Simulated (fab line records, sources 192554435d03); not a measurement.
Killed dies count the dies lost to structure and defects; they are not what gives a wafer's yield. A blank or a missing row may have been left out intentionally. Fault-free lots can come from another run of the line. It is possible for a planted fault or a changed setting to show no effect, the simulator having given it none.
Which tool is to blame? -- flow n5-finfet -- route of 1938 steps, sampled at 1 step: 6 lots, 16 wafers

== WHAT THE GAUGES READ, wafer by wafer ==
N5_BEOL_M14_INSPECT_55: inspects for defects (darkfield).
lot,measured,on,raw-defect-count
L392,day 11 21:06,defect-inspect-02,38 55
L395,day 12 14:07,defect-inspect-01,47 35 45
L398,day 12 14:32,defect-inspect-02,68 63 63
L404,day 14 12:11,defect-inspect-01,37 61 49
L408,day 15 23:20,defect-inspect-01,86 56 88
L414,day 17 07:11,defect-inspect-02,79 57

== EACH LOT AND THE TOOL THAT RAN IT (in order: tool; ch and the chambers of the sampled wafers; start) ==
The record shows no process step preceding these readings.

== THE ANSWER, worked out from the rows above alone ==
Rule: the usual values come from the lots themselves. Put in order of their means at a reading, lots are off if they are a third of the lots or fewer, leave a main group of 4 or more, and stand apart from it by a gap of 3 or more times the standard deviation of the main group's means; of several such gaps the widest counts. If all means in a main group match to the digits the tables above print for the reading, that group is not used. A lot without any number at a reading at which 4 lots or more have one is off too. The other lots that the step has rows for count as sound.
None of the lots is off at any reading shown; this tells nothing.

== WHAT THE SIMULATOR HAD INSERTED ==
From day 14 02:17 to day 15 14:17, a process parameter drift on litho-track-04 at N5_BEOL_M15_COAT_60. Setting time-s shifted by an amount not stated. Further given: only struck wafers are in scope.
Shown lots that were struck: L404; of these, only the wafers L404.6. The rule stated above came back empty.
